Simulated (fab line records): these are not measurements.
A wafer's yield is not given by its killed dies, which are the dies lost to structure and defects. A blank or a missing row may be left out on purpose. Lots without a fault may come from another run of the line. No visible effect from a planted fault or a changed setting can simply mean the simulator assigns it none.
Which tool was responsible?	flow nand_harc	Sampling: 11 lots, 33 wafers, 4 of 1302 route steps

## WHAT EACH GAUGE READ, for each wafer
NHARC_P_GATE_CD_MEAS_46: the cd target is 720 nm. Usual: 720.3 nm for cd_nm, sd 1.3.
lot	measured	on	cd_nm (nm)	flag
L638	day 6 06:06	cd_sem-02	718.8 718.9 720.3	
L640	day 7 07:09	cd_sem-01	716.9 720.0 717.5	
L643	day 8 10:16	cd_sem-02	721.8 720.4 721.5	
L647	day 10 02:54	cd_sem-02	718.2 718.2 718.5	
L648	day 10 09:09	cd_sem-02	730.6 729.6 730.5	OFF
L649	day 10 20:57	cd_sem-02	727.5 729.6 729.4	OFF
L650	day 11 16:10	cd_sem-02	722.6 721.8 723.6	
L655	day 13 15:41	cd_sem-02	721.1 721.5 722.2	
L657	day 14 10:23	cd_sem-02	720.5 719.3 719.5	
L658	day 14 15:19	cd_sem-01	719.0 719.6 720.7	
L659	day 15 00:29	cd_sem-02	719.7 719.4 718.9	

## WHAT TOOL EACH LOT RAN ON (gives the tool, then ch and the chambers of the sampled wafers, and finally the start)
lot	NHARC_P_GATE_HM_OPEN_105	NHARC_P_GATE_ETCH_32	NHARC_P_GATE_PEB_44
L638	rie_diel-03 ch 0,2,3, day 5 18:52 or earlier	rie_si-03 ch 0,3, day 5 18:52	litho_track-03 ch 0, day 6 06:01
L640	rie_diel-06 ch 1,3, day 6 19:53 or earlier	rie_si-03 ch 0,1,2, day 6 19:53	litho_track-03 ch 0, day 7 07:04
L643	rie_diel-03 ch 0,1,3, day 7 23:03 or earlier	rie_si-03 ch 0,1,3, day 7 23:03	litho_track-02 ch 0, day 8 10:10
L647	rie_diel-06 ch 0,3, day 9 13:28 or earlier	rie_si-01 ch 0,1,3, day 9 13:28	litho_track-03 ch 0, day 10 02:49
L648	rie_diel-06 ch 0,2, day 9 21:46 or earlier	rie_si-03 ch 1,3, day 9 21:46	litho_track-03 ch 0, day 10 09:04
L649	rie_diel-03 ch 1,2,3, day 10 09:31 or earlier	rie_si-06 ch 0,3, day 10 09:31	litho_track-03 ch 0, day 10 20:52
L650	rie_diel-03 ch 0,1,2, day 11 04:46 or earlier	rie_si-01 ch 0,1,2, day 11 04:46	litho_track-02 ch 0, day 11 16:04
L655	rie_diel-03 ch 0,1, day 13 04:29 or earlier	rie_si-03 ch 0,2,3, day 13 04:29	litho_track-02 ch 0, day 13 15:36
L657	rie_diel-03 ch 0,1, day 13 23:14 or earlier	rie_si-06 ch 0,2,3, day 13 23:14	litho_track-05 ch 0, day 14 10:18
L658	rie_diel-03 ch 2,3, day 14 03:58 or earlier	rie_si-03 ch 1,2, day 14 03:58	litho_track-03 ch 0, day 14 15:13
L659	rie_diel-03 ch 1,3, day 14 13:11 or earlier	rie_si-03 ch 1,2,3, day 14 13:11	litho_track-03 ch 0, day 15 00:23
- NHARC_P_GATE_HM_OPEN_105: chemistry O2/COS, target depth 360 nm.
- NHARC_P_GATE_ETCH_32: etches the open film in HBr/Cl2, target depth 150 nm, time 100.1 s.
- NHARC_P_GATE_PEB_44: peb time 85 s.

## AS READ BY THE TOOLS THEMSELVES (means over the sampled wafers that have a number; for cases with no such wafer, the mark the record gives instead)
NHARC_P_GATE_HM_OPEN_105. Usual: value, then standard deviation, for each; bias_w 300.0 W / 0.9; chamber_pressure_mTorr 20.000 mTorr / 0.02; drypump_motor_current_A 5.7 A / 0.43; oes_product_au 0.998 a.u. / 0.0084; rf_vpp_V 468.5 V / 2.9; showerhead_plenum_p_Torr 3.18 Torr / 0.12; throttle_valve_pct 28.330 % / 0.0085.
lot	tool	bias_w (W)	chamber_pressure_mTorr (mTorr)	drypump_motor_current_A (A)	oes_product_au (a.u.)	rf_vpp_V (V)	showerhead_plenum_p_Torr (Torr)	throttle_valve_pct (%)	flag
L638	rie_diel-03	300.9	19.987	5.5	0.998	470.9	3.27	28.337	
L640	rie_diel-06	299.8	19.990	5.6	0.994	466.7	3.10	28.334	
L643	rie_diel-03	300.1	20.004	5.4	1.005	467.6	3.16	28.332	
L647	rie_diel-06	300.1	19.998	5.9	0.996	466.6	3.13	28.337	
L648	rie_diel-06	300.4	19.995	6.2	0.997	466.8	3.16	28.336	
L649	rie_diel-03	299.6	19.989	5.6	1.001	468.6	3.18	28.336	
L650	rie_diel-03	299.1	19.999	5.8	1.001	468.0	3.16	28.326	
L655	rie_diel-03	300.2	20.002	5.6	0.998	467.0	3.13	28.327	
L657	rie_diel-03	300.4	20.011	5.6	0.992	467.9	3.13	28.330	
L658	rie_diel-03	298.9	20.006	5.2	1.008	470.8	3.29	28.333	
L659	rie_diel-03	300.2	19.998	5.1	1.007	468.4	3.19	28.339	

NHARC_P_GATE_ETCH_32. Usual: bias_w 100.01 W, standard deviation 0.29; chamber_pressure_mTorr 15.000 mTorr, standard deviation 0.018; drypump_motor_current_A 6.0 A, standard deviation 0.38; oes_product_au 0.999 a.u., standard deviation 0.0077; throttle_valve_pct 26.406 %, standard deviation 0.0092.
lot	tool	bias_w (W)	chamber_pressure_mTorr (mTorr)	drypump_motor_current_A (A)	oes_product_au (a.u.)	throttle_valve_pct (%)	flag
L638	rie_si-03	100.31	14.993	5.6	0.982	26.412	
L640	rie_si-03	99.91	15.009	5.9	0.995	26.412	
L643	rie_si-03	99.85	14.998	5.8	0.992	26.407	
L647	rie_si-01	99.85	15.012	6.4	1.004	26.414	
L648	rie_si-03	99.76	14.993	5.5	0.996	26.401	
L649	rie_si-06	100.13	15.014	6.1	1.001	26.411	
L650	rie_si-01	100.09	14.964	6.3	0.998	26.400	
L655	rie_si-03	100.26	14.994	5.7	1.008	26.393	
L657	rie_si-06	99.95	14.990	6.1	1.005	26.407	
L658	rie_si-03	100.24	15.004	5.8	0.996	26.407	
L659	rie_si-03	100.11	15.000	5.6	1.001	26.414	

NHARC_P_GATE_PEB_44. Usual: heater_power_total_W 163.99 W, standard deviation 0.27; plate_temp_C 118.02 C, standard deviation 0.13.
lot	tool	heater_power_total_W (W)	plate_temp_C (C)	flag
L638	litho_track-03	164.13	117.98	
L640	litho_track-03	164.01	118.15	
L643	litho_track-02	163.77	118.00	
L647	litho_track-03	163.97	118.09	
L648	litho_track-03	180.47	126.92	OFF
L649	litho_track-03	180.63	126.81	OFF
L650	litho_track-02	164.08	118.06	
L655	litho_track-02	163.93	117.90	
L657	litho_track-05	164.07	117.99	
L658	litho_track-03	163.98	117.91	
L659	litho_track-03	163.76	118.07	

## THE ANSWER, worked out from the rows above alone
Rule: a lot counts as off when the mean over its wafers that have a number is more than 3 standard deviations away from the usual mean. Also off: a lot with no number at a reading for which 4 or more lots have one. Where the step has rows for the other lots, those lots are counted as sound. Order of review: gauges by route order, followed by the tools' own readings, for which a lot's mean as printed above is used. The first step at which some lot is off is used, and at that step the reading that is off furthest; a lot without a number counts as furthest.
Off: L648, L649, at NHARC_P_GATE_CD_MEAS_46 (cd_nm).
If a tool, at a process step before that reading, ran all the lots that are off and no sound lot after the first of them, it fits. Not tried: the gauges at NHARC_P_GATE_CD_MEAS_46; whatever is off there is also off at NHARC_P_GATE_PEB_44, on other tools, and gauge error can't account for it. NHARC_P_GATE_HM_OPEN_105 gives no start for some lots, so the hours and the order of its lots are those of NHARC_P_GATE_ETCH_32. Of those tried, none fits.

## WHAT WAS PUT IN BY THE SIMULATOR
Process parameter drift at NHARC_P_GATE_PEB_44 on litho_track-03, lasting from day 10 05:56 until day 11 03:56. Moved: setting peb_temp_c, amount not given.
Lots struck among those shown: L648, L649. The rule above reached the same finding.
